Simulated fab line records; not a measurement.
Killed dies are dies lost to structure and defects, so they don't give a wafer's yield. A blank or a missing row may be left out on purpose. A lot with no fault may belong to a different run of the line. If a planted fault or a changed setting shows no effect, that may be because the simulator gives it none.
fab line records    flow nand_harc    part 1 of 2: steps 1 to 33 of 40
record lots=5  wafers=15  last_day=34
route steps=1302 shown A_STAIRCASE@750
lots with no fault: from the same line, run without faults
start_h: start of the lot's first displayed wafer, in hours after the record's first day    wait_h: time in hours since the lot's previous step    " unchanged from the row above    L1.1+2: a single row standing in for several wafers    - value missing, or start not given    * or withheld: withheld    < > ~ a bound
route shown NAME@n: names a module that has steps shown in the file, with the first one's number in the route    usual: average and standard deviation across the fault-free wafers    same: alike in all rows    chamber/n: place in a boat    sites: the reading at each site    _std_site: how widely they spread, as a standard deviation    _edge_site: inner sites' mean taken away from outer sites' mean    radius_mm: how far each site lies from the wafer's centre    mask NAME#n: copy n    behind: the last tool/chamber to shape the wafer    hold: why the lot went on hold/how many hours it stayed there/how the hold came to an end    device: names the non-switching transistor (n, p or np)    end of line: the tests these same wafers got at the end of their route    a step given without rows: its recipe and nothing more    killed: at the first sort, the dies lost to defects and structure; wafer yield is something else    map: per-die view of a wafer (x killed, . not killed, _ where there is no die)
set.NAME: setting as actually run; set.NAME@STEP: the setting as run at that earlier step    model.NAME: the simulator's own value behind a step, which no gauge read
lots seen at some steps along the route; tables by step, rows by wafer
services: from which hour (start_h, from the record's first day; less than 0 if before it) a tool's chamber was out of use, for how many hours, and why
## steps
# step NHARC_A_STAIRCASE_ETCH_236
# recipe target_depth_a=1000  time_s=40.5  ion_energy_ev=400  c4f8_flow_sccm=20  o2_flow_sccm=10  ar_flow_sccm=withheld  rf_w=600  bias_w=1000  chemistry=C4F8/O2
# usual oes_product_au=0.948/0.016  rf_vpp_V=897/4.9
lot.wafer  tool         chamber  start_h  wait_h  oes_product_au  rf_hours_counter_h  rf_vpp_V
L086.4     rie_diel-08  3        -        -       0.946           31                  896
L086.3     "            1        "        "       0.948           32                  898
L086.2     "            2        "        "       0.938           32                  893
L090.4     rie_diel-01  0        -        -       0.942           47                  907
L090.2     "            1        "        "       0.956           49                  896
L090.5     "            3        "        "       0.932           -                   891
L093.3     rie_diel-01  0        -        -       0.951           55                  904
L093.1     "            1        "        "       0.946           58                  896
L093.6     "            3        "        "       0.938           -                   890
L097.3     rie_diel-01  1        -        -       0.935           5                   898
L097.4     "            2        "        "       0.948           5                   906
L097.6     "            0        "        "       0.941           -                   904
L095.1     rie_diel-08  0        -        -       0.951           17                  898
L095.2     "            1        "        "       0.933           15                  900
L095.5     "            1        "        "       0.929           -                   898
# step NHARC_A_STAIRCASE_STRIP_238
# recipe power_w=1500  temp_c=250  chemistry=O2
# usual drypump_motor_current_A=5.6/0.51  heater_power_w=332/28
lot.wafer  tool             chamber  start_h  wait_h  drypump_motor_current_A  heater_power_w  rf_hours_counter_h
L086.2     plasma_asher-01  1        476.16   0.1     4.7                      382             26
L086.3     "                0        "        "       5.8                      316             -
L086.4     "                1        "        "       4.7                      380             -
L090.2     plasma_asher-02  0        525.42   0.1     6.1                      318             22
L090.4     "                1        "        "       5.5                      313             -
L090.5     "                0        "        "       6.1                      322             -
L093.1     plasma_asher-01  1        551.20   0.1     4.7                      407             5
L093.3     "                1        "        "       4.7                      401             -
L093.6     "                0        "        "       5.8                      325             -
L097.3     plasma_asher-02  1        585.48   0.2     5.5                      313             -
L097.4     "                0        "        "       6.1                      323             -
L097.6     "                0        "        "       6.1                      321             -
L095.2     plasma_asher-02  1        595.49   0.3     5.5                      317             38
L095.1     "                0        "        "       6.1                      321             38
L095.5     "                1        "        "       5.5                      312             -
# step NHARC_A_STAIRCASE_STRIP_239
# recipe time_s=900  temp_c=130  chemistry=SPM
lot.wafer   tool          chamber  start_h  wait_h
L086.2+3+4  wet_bench-09  3,4,5    476.48   0.3
L090.2+4+5  wet_bench-09  2,3,6    525.78   0.3
L093.1+3+6  wet_bench-02  4,0,1    551.50   0.3
L097.3+4+6  wet_bench-02  0,3,5    585.73   0.2
L095.1+2+5  wet_bench-02  2,4,7    595.84   0.3
# step NHARC_A_STAIRCASE_PRECLEAN_240
# recipe time_s=*  temp_c=50  bath_age_min=0  chemistry=SC1
# usual diw_flow_mL_min=1415/4.4  h2o2_flow_mL_min=56.60/0.17
lot.wafer  tool          chamber  start_h  wait_h  diw_flow_mL_min  h2o2_flow_mL_min
L086.2     wet_bench-09  3        -        -       1417             56.63
L086.3     "             4        "        "       1417             56.83
L086.4     "             5        "        "       1408             56.39
L090.2     wet_bench-09  2        -        -       1415             56.12
L090.4     "             3        "        "       1409             56.69
L090.5     "             6        "        "       1410             56.53
L093.1     wet_bench-02  4        -        -       1419             56.36
L093.3     "             0        "        "       1414             56.46
L093.6     "             1        "        "       1416             56.35
L097.3     wet_bench-02  0        -        -       1419             56.91
L097.4     "             3        "        "       1412             56.74
L097.6     "             5        "        "       1416             56.77
L095.1     wet_bench-02  2        -        -       1413             56.60
L095.2     "             4        "        "       1416             56.50
L095.5     "             7        "        "       1416             56.64
# step NHARC_A_STAIRCASE_SRD_241
lot.wafer   tool          chamber  start_h  wait_h
L086.2+3+4  wet_bench-09  3,4,5    -        -
L090.2+4+5  wet_bench-09  2,3,6    -        -
L093.1+3+6  wet_bench-02  4,0,1    -        -
L097.3+4+6  wet_bench-02  0,3,5    -        -
L095.1+2+5  wet_bench-02  2,4,7    -        -
# step NHARC_A_STAIRCASE_DEHYDRATE_242
# recipe temp_c=150  time_s=120
lot.wafer   tool            chamber  start_h  wait_h
L086.2+3+4  litho_track-02  0        476.91   -
L090.2+4+5  litho_track-07  0        526.23   -
L093.1+3+6  litho_track-07  0        552.05   -
L097.3+4+6  litho_track-02  0        586.19   -
L095.1+2+5  litho_track-07  0        596.29   -
# step NHARC_A_STAIRCASE_HMDS_243
# recipe time_s=30
lot.wafer   tool            chamber  start_h  wait_h
L086.2+3+4  litho_track-02  0        -        -
L090.2+4+5  litho_track-07  0        -        -
L093.1+3+6  litho_track-07  0        -        -
L097.3+4+6  litho_track-02  0        -        -
L095.1+2+5  litho_track-07  0        -        -
# step NHARC_A_STAIRCASE_COAT_244
# recipe spin_rpm=1200
lot.wafer   tool            chamber  start_h  wait_h
L086.2+3+4  litho_track-02  0        -        -
L090.2+4+5  litho_track-07  0        -        -
L093.1+3+6  litho_track-07  0        -        -
L097.3+4+6  litho_track-02  0        -        -
L095.1+2+5  litho_track-07  0        -        -
# step NHARC_A_STAIRCASE_SOFTBAKE_245
# recipe temp_c=135  time_s=170
lot.wafer   tool            chamber  start_h  wait_h
L086.2+3+4  litho_track-02  0        -        -
L090.2+4+5  litho_track-07  0        -        -
L093.1+3+6  litho_track-07  0        -        -
L097.3+4+6  litho_track-02  0        -        -
L095.1+2+5  litho_track-07  0        -        -
# step NHARC_A_STAIRCASE_EBR_246
lot.wafer   tool            chamber  start_h  wait_h
L086.2+3+4  litho_track-02  0        -        -
L090.2+4+5  litho_track-07  0        -        -
L093.1+3+6  litho_track-07  0        -        -
L097.3+4+6  litho_track-02  0        -        -
L095.1+2+5  litho_track-07  0        -        -
# step NHARC_A_STAIRCASE_EXPOSE_247
# recipe na=0.5  dose_mj=25.34  mask_id=SDS_1
lot.wafer   tool            chamber  start_h  wait_h  mask
L086.2+3+4  krf_scanner-04  0        477.25   -       SDS_1#0
L090.2+4+5  krf_scanner-01  0        526.45   -       SDS_1#0
L093.1+3+6  krf_scanner-02  0        552.25   -       SDS_1#0
L097.3+4+6  krf_scanner-02  0        586.40   -       SDS_1#0
L095.1+2+5  krf_scanner-01  0        596.63   -       SDS_1#0
# step NHARC_A_STAIRCASE_PEB_248
# recipe peb_temp_c=115  peb_time_s=130
# same peb_time_s=130
lot.wafer   tool            chamber  start_h  wait_h
L086.2+3+4  litho_track-07  0        477.31   0.1
L090.2+4+5  litho_track-07  0        526.51   0.1
L093.1+3+6  litho_track-02  0        552.32   0.1
L097.3+4+6  litho_track-07  0        586.46   0.0
L095.1+2+5  litho_track-07  0        596.69   0.1
# step NHARC_A_STAIRCASE_DEVELOP_249
# recipe time_s=140
lot.wafer   tool            chamber  start_h  wait_h
L086.2+3+4  litho_track-07  0        -        -
L090.2+4+5  litho_track-07  0        -        -
L093.1+3+6  litho_track-02  0        -        -
L097.3+4+6  litho_track-07  0        -        -
L095.1+2+5  litho_track-07  0        -        -
# step NHARC_A_STAIRCASE_HARDBAKE_251
# recipe temp_c=120  time_s=140
lot.wafer   tool            chamber  start_h  wait_h
L086.2+3+4  litho_track-07  0        477.53   -
L090.2+4+5  litho_track-05  0        526.73   -
L093.1+3+6  litho_track-07  0        552.54   -
L097.3+4+6  litho_track-05  0        586.68   -
L095.1+2+5  litho_track-02  0        596.91   -
# step NHARC_A_STAIRCASE_DESCUM_252
# recipe time_s=3  o2_flow_sccm=200  ar_flow_sccm=0  bias_power_w=0  chemistry=O2
# usual drypump_motor_current_A=5.7/0.48  oes_product_au=1.004/0.011  rf_vpp_V=57.8/0.86  showerhead_plenum_p_Torr=1.92/0.077  throttle_valve_pct=11.312/0.0094
lot.wafer  tool         chamber  start_h  wait_h  drypump_motor_current_A  oes_product_au  rf_hours_counter_h  rf_vpp_V  showerhead_plenum_p_Torr  throttle_valve_pct
L086.3     rie_diel-11  2        477.62   -       5.4                      1.015           13                  58.1      1.96                      11.298
L086.2     "            0        "        "       6.7                      0.999           12                  57.8      1.93                      11.301
L086.4     "            1        "        "       5.1                      0.989           10                  56.6      1.89                      11.310
L090.4     rie_diel-01  2        526.82   -       6.2                      1.027           42                  56.8      1.77                      11.317
L090.2     "            0        "        "       5.4                      1.011           47                  57.6      2.06                      11.307
L090.5     "            2        "        "       6.2                      1.023           -                   56.5      1.77                      11.312
L093.3     rie_diel-11  1        552.64   -       5.1                      1.002           31                  57.0      1.88                      11.313
L093.1     "            3        "        "       5.3                      1.018           35                  57.3      2.01                      11.305
L093.6     "            0        "        "       6.6                      1.021           -                   56.5      1.92                      11.303
L097.3     rie_diel-11  1        586.77   -       5.1                      0.990           41                  57.5      1.88                      11.311
L097.4     "            2        "        "       5.4                      1.000           40                  58.3      1.95                      11.332
L097.6     "            1        "        "       5.1                      0.993           -                   58.6      1.88                      11.311
L095.2     rie_diel-11  1        597.00   -       5.1                      0.995           47                  56.2      1.88                      11.304
L095.1     "            3        "        "       5.2                      1.015           50                  57.3      2.00                      11.298
L095.5     "            2        "        "       5.4                      1.011           -                   58.7      1.95                      11.319
# step NHARC_A_STAIRCASE_ETCH_253
# recipe target_depth_a=500  time_s=20.2  ion_energy_ev=400  c4f8_flow_sccm=20  o2_flow_sccm=10  ar_flow_sccm=withheld  rf_w=600  bias_w=1000  chemistry=C4F8/O2
# usual oes_product_au=0.962/0.017  rf_vpp_V=897/4.8
lot.wafer  tool         chamber  start_h  wait_h  oes_product_au  rf_hours_counter_h  rf_vpp_V
L086.2     rie_diel-11  3        477.71   0.1     0.933           14                  903
L086.3     "            0        "        "       0.932           12                  896
L086.4     "            2        "        "       0.937           13                  899
L090.2     rie_diel-01  2        526.91   0.1     0.954           42                  885
L090.4     "            0        "        "       0.971           47                  905
L090.5     "            2        "        "       0.957           -                   887
L093.3     rie_diel-11  3        552.77   0.1     0.965           35                  902
L093.1     "            1        "        "       0.949           32                  894
L093.6     "            3        "        "       0.969           -                   901
L097.3     rie_diel-11  1        586.85   0.1     0.950           41                  894
L097.4     "            0        "        "       0.982           44                  898
L097.6     "            1        "        "       0.950           -                   895
L095.2     rie_diel-11  0        597.09   0.1     0.964           49                  896
L095.1     "            1        "        "       0.941           47                  893
L095.5     "            3        "        "       0.959           -                   903
# step NHARC_A_STAIRCASE_STRIP_254
# recipe power_w=1500  temp_c=250  chemistry=O2
# usual drypump_motor_current_A=5.6/0.5  heater_power_w=331/26
lot.wafer  tool             chamber  start_h  wait_h  drypump_motor_current_A  heater_power_w  rf_hours_counter_h
L086.2     plasma_asher-02  0        477.80   -       6.1                      327             11
L086.3     "                0        "        "       6.1                      317             -
L086.4     "                1        "        "       5.5                      310             -
L090.2     plasma_asher-02  1        527.09   -       5.5                      322             23
L090.4     "                0        "        "       6.1                      322             -
L090.5     "                1        "        "       5.5                      322             -
L093.1     plasma_asher-02  1        552.86   -       5.5                      323             28
L093.3     "                1        "        "       5.5                      317             -
L093.6     "                0        "        "       6.1                      321             -
L097.3     plasma_asher-01  0        587.04   -       5.8                      334             -
L097.4     "                1        "        "       4.8                      392             -
L097.6     "                0        "        "       5.8                      324             -
L095.1     plasma_asher-01  0        597.18   -       5.8                      325             14
L095.2     "                1        "        "       4.7                      405             14
L095.5     "                1        "        "       4.7                      399             -
# step NHARC_A_STAIRCASE_STRIP_255
# recipe time_s=900  temp_c=130  chemistry=SPM
lot.wafer   tool          chamber  start_h  wait_h
L086.4+3+2  wet_bench-02  5,0,2    478.15   0.2
L090.5+4+2  wet_bench-01  1,2,3    527.40   0.1
L093.6+1+3  wet_bench-02  6,7,2    553.22   0.1
L097.4+3+6  wet_bench-02  1,2,4    587.31   0.2
L095.2+1+5  wet_bench-09  3,7,0    597.52   0.3
# step NHARC_A_STAIRCASE_PRECLEAN_256
# recipe time_s=*  temp_c=50  bath_age_min=0  chemistry=SC1
# usual diw_flow_mL_min=1415/4.3  h2o2_flow_mL_min=56.60/0.18
lot.wafer  tool          chamber  start_h  wait_h  diw_flow_mL_min  h2o2_flow_mL_min
L086.4     wet_bench-02  5        -        -       1420             56.49
L086.3     "             0        "        "       1421             56.47
L086.2     "             2        "        "       1412             56.64
L090.5     wet_bench-01  1        -        -       1405             56.44
L090.4     "             2        "        "       1412             56.56
L090.2     "             3        "        "       1411             56.38
L093.6     wet_bench-02  6        -        -       1420             56.60
L093.1     "             7        "        "       1412             56.69
L093.3     "             2        "        "       1417             56.68
L097.4     wet_bench-02  1        -        -       1413             56.37
L097.3     "             2        "        "       1415             56.52
L097.6     "             4        "        "       1419             56.72
L095.2     wet_bench-09  3        -        -       1418             56.71
L095.1     "             7        "        "       1410             56.75
L095.5     "             0        "        "       1409             56.50
# step NHARC_A_STAIRCASE_SRD_257
lot.wafer   tool          chamber  start_h  wait_h
L086.4+3+2  wet_bench-02  5,0,2    -        -
L090.5+4+2  wet_bench-01  1,2,3    -        -
L093.6+1+3  wet_bench-02  6,7,2    -        -
L097.4+3+6  wet_bench-02  1,2,4    -        -
L095.2+1+5  wet_bench-09  3,7,0    -        -
# step NHARC_A_STAIRCASE_HM_DEP_456
# recipe target_thk_a=31000  temp_c=400  material=aC
# usual throttle_valve_pct=35.000/0.0086
lot.wafer  tool        chamber  start_h  wait_h  throttle_valve_pct
L086.2     acl_dep-02  0        479.70   -       35.001
L086.3     "           0        "        "       35.009
L086.4     "           0        "        "       34.999
L090.2     acl_dep-02  0        528.16   -       34.993
L090.4     "           0        "        "       35.001
L090.5     "           0        "        "       35.007
L093.1     acl_dep-02  0        557.71   -       35.004
L093.3     "           0        "        "       34.992
L093.6     "           0        "        "       34.995
L097.3     acl_dep-03  0        588.38   -       35.002
L097.4     "           0        "        "       35.003
L097.6     "           0        "        "       35.004
L095.1     acl_dep-01  0        599.10   -       34.998
L095.2     "           0        "        "       34.994
L095.5     "           0        "        "       35.005
# step NHARC_A_STAIRCASE_DEP_259
# recipe target_thk_a=300  target_thk_nm=30  temp_c=400  pressure_torr=3.5  flow_sccm=200  rf_w=350  material=SiON
# usual heater_power_w=744/110  showerhead_vpp_V=1176/55
lot.wafer  tool      chamber  start_h  wait_h  heater_power_w  showerhead_vpp_V
L086.3     pecvd-01  1        481.25   0.9     881             1129
L086.2     "         2        "        "       592             1096
L086.4     "         0        "        "       752             1156
L090.2     pecvd-04  2        529.75   1.3     590             1235
L090.4     "         1        "        "       799             1151
L090.5     "         2        "        "       591             1221
L093.3     pecvd-04  2        559.56   0.9     579             1197
L093.1     "         1        "        "       803             1147
L093.6     "         2        "        "       597             1218
L097.3     pecvd-04  2        589.66   1.0     616             1205
L097.4     "         2        "        "       604             1221
L097.6     "         1        "        "       817             1167
L095.2     pecvd-01  0        600.96   1.2     669             1171
L095.1     "         1        "        "       854             1140
L095.5     "         2        "        "       566             1099
# step NHARC_A_STAIRCASE_DEHYDRATE_260
# recipe temp_c=150  time_s=120
lot.wafer   tool            chamber  start_h  wait_h
L086.2+3+4  litho_track-05  0        481.52   0.2
L090.2+4+5  litho_track-07  0        529.97   0.2
L093.1+3+6  litho_track-05  0        559.85   0.2
L097.3+4+6  litho_track-05  0        589.93   0.2
L095.1+2+5  litho_track-05  0        601.23   0.2
# step NHARC_A_STAIRCASE_HMDS_261
# recipe time_s=30
lot.wafer   tool            chamber  start_h  wait_h
L086.2+3+4  litho_track-05  0        -        -
L090.2+4+5  litho_track-07  0        -        -
L093.1+3+6  litho_track-05  0        -        -
L097.3+4+6  litho_track-05  0        -        -
L095.1+2+5  litho_track-05  0        -        -
# step NHARC_A_STAIRCASE_COAT_262
# recipe spin_rpm=1200
lot.wafer   tool            chamber  start_h  wait_h
L086.2+3+4  litho_track-05  0        -        -
L090.2+4+5  litho_track-07  0        -        -
L093.1+3+6  litho_track-05  0        -        -
L097.3+4+6  litho_track-05  0        -        -
L095.1+2+5  litho_track-05  0        -        -
# step NHARC_A_STAIRCASE_SOFTBAKE_263
# recipe temp_c=135  time_s=170
lot.wafer   tool            chamber  start_h  wait_h
L086.2+3+4  litho_track-05  0        -        -
L090.2+4+5  litho_track-07  0        -        -
L093.1+3+6  litho_track-05  0        -        -
L097.3+4+6  litho_track-05  0        -        -
L095.1+2+5  litho_track-05  0        -        -
# step NHARC_A_STAIRCASE_EBR_264
lot.wafer   tool            chamber  start_h  wait_h
L086.2+3+4  litho_track-05  0        -        -
L090.2+4+5  litho_track-07  0        -        -
L093.1+3+6  litho_track-05  0        -        -
L097.3+4+6  litho_track-05  0        -        -
L095.1+2+5  litho_track-05  0        -        -
# step NHARC_A_STAIRCASE_EXPOSE_265
# recipe na=0.5  dose_mj=25.01  mask_id=CHOP_200
lot.wafer   tool            chamber  start_h  wait_h  mask
L086.2+3+4  krf_scanner-04  0        481.73   -       CHOP_200#0
L090.2+4+5  krf_scanner-02  0        530.30   -       CHOP_200#0
L093.1+3+6  krf_scanner-01  0        560.06   -       CHOP_200#0
L097.3+4+6  krf_scanner-04  0        590.28   -       CHOP_200#0
L095.1+2+5  krf_scanner-01  0        601.56   -       CHOP_200#0
# step NHARC_A_STAIRCASE_PEB_266
# recipe peb_temp_c=115  peb_time_s=130
# same peb_time_s=130
lot.wafer   tool            chamber  start_h  wait_h
L086.2+3+4  litho_track-07  0        481.79   0.1
L090.2+4+5  litho_track-07  0        530.36   0.1
L093.1+3+6  litho_track-05  0        560.12   0.1
L097.3+4+6  litho_track-07  0        590.34   0.1
L095.1+2+5  litho_track-05  0        601.63   0.1
# step NHARC_A_STAIRCASE_DEVELOP_267
# recipe time_s=140
lot.wafer   tool            chamber  start_h  wait_h
L086.2+3+4  litho_track-07  0        -        -
L090.2+4+5  litho_track-07  0        -        -
L093.1+3+6  litho_track-05  0        -        -
L097.3+4+6  litho_track-07  0        -        -
L095.1+2+5  litho_track-05  0        -        -
# step NHARC_A_STAIRCASE_HARDBAKE_269
# recipe temp_c=120  time_s=140
lot.wafer   tool            chamber  start_h  wait_h
L086.2+3+4  litho_track-05  0        482.01   -
L090.2+4+5  litho_track-02  0        530.59   -
L093.1+3+6  litho_track-02  0        560.34   -
L097.3+4+6  litho_track-05  0        590.56   -
L095.1+2+5  litho_track-02  0        601.84   -
# step NHARC_A_STAIRCASE_DESCUM_270
# recipe time_s=3  o2_flow_sccm=200  ar_flow_sccm=0  bias_power_w=0  chemistry=O2
# usual drypump_motor_current_A=5.7/0.39  oes_product_au=1.004/0.011  rf_vpp_V=57.8/0.92  showerhead_plenum_p_Torr=1.92/0.071  throttle_valve_pct=11.311/0.0084
lot.wafer  tool         chamber  start_h  wait_h  drypump_motor_current_A  oes_product_au  rf_hours_counter_h  rf_vpp_V  showerhead_plenum_p_Torr  throttle_valve_pct
L086.2     rie_diel-08  0        482.10   -       5.3                      1.017           29                  58.4      1.94                      11.307
L086.3     "            2        "        "       5.6                      1.005           36                  59.0      1.87                      11.315
L086.4     "            0        "        "       5.3                      1.010           -                   58.6      1.94                      11.309
L090.2     rie_diel-08  1        530.67   -       5.6                      1.001           49                  58.3      1.97                      11.315
L090.4     "            3        "        "       5.8                      1.008           53                  57.3      1.87                      11.309
L090.5     "            1        "        "       5.6                      0.993           -                   58.9      1.97                      11.305
L093.3     rie_diel-08  2        560.44   -       5.6                      1.030           0                   56.4      1.86                      11.292
L093.1     "            3        "        "       5.9                      1.003           0                   59.1      1.87                      11.303
L093.6     "            2        "        "       5.6                      1.019           -                   58.1      1.86                      11.314
L097.4     rie_diel-11  3        590.89   -       5.2                      1.007           48                  56.4      2.00                      11.311
L097.3     "            0        "        "       6.6                      0.999           46                  57.7      1.91                      11.305
L097.6     "            2        "        "       5.4                      1.007           -                   59.3      1.95                      11.311
L095.1     rie_diel-01  0        601.94   -       5.4                      0.993           13                  58.0      2.05                      11.326
L095.2     "            1        "        "       5.9                      0.998           12                  58.2      1.92                      11.309
L095.5     "            0        "        "       5.4                      0.992           -                   57.6      2.05                      11.301
# step NHARC_A_STAIRCASE_ETCH_271
# recipe cf4_flow_sccm=100  chf3_flow_sccm=30  ar_flow_sccm=0  rf_w=500  bias_w=200  chemistry=CF4/CHF3
# usual drypump_motor_current_A=5.6/0.39  oes_product_au=0.948/0.022  rf_vpp_V=370.8/1.9  showerhead_plenum_p_Torr=1.58/0.054  throttle_valve_pct=16.802/0.0087
lot.wafer  tool         chamber  start_h  wait_h  drypump_motor_current_A  oes_product_au  rf_hours_counter_h  rf_vpp_V  showerhead_plenum_p_Torr  throttle_valve_pct
L086.3     rie_diel-08  0        482.20   0.1     5.3                      0.927           29                  371.2     1.59                      16.783
L086.2     "            2        "        "       5.6                      0.922           36                  369.8     1.54                      16.793
L086.4     "            0        "        "       5.3                      0.935           -                   369.4     1.59                      16.802
L090.4     rie_diel-08  2        530.76   0.1     5.6                      0.922           54                  369.7     1.53                      16.803
L090.2     "            0        "        "       5.4                      0.929           46                  370.5     1.59                      16.799
L090.5     "            3        "        "       5.9                      0.929           -                   368.5     1.54                      16.808
L093.1     rie_diel-08  2        560.53   0.1     5.6                      0.971           0                   370.7     1.53                      16.809
L093.3     "            0        "        "       5.3                      1.005           0                   370.4     1.58                      16.782
L093.6     "            2        "        "       5.6                      0.976           -                   368.3     1.53                      16.801
L097.3     rie_diel-11  1        591.10   0.2     5.1                      0.922           44                  370.2     1.55                      16.798
L097.4     "            3        "        "       5.2                      0.956           49                  373.0     1.64                      16.804
L097.6     "            0        "        "       6.7                      0.947           -                   371.6     1.58                      16.800
L095.1     rie_diel-01  0        602.04   0.1     5.4                      0.905           13                  373.6     1.68                      16.794
L095.2     "            1        "        "       5.9                      0.923           12                  372.0     1.58                      16.785
L095.5     "            2        "        "       6.2                      0.929           -                   375.0     1.70                      16.795
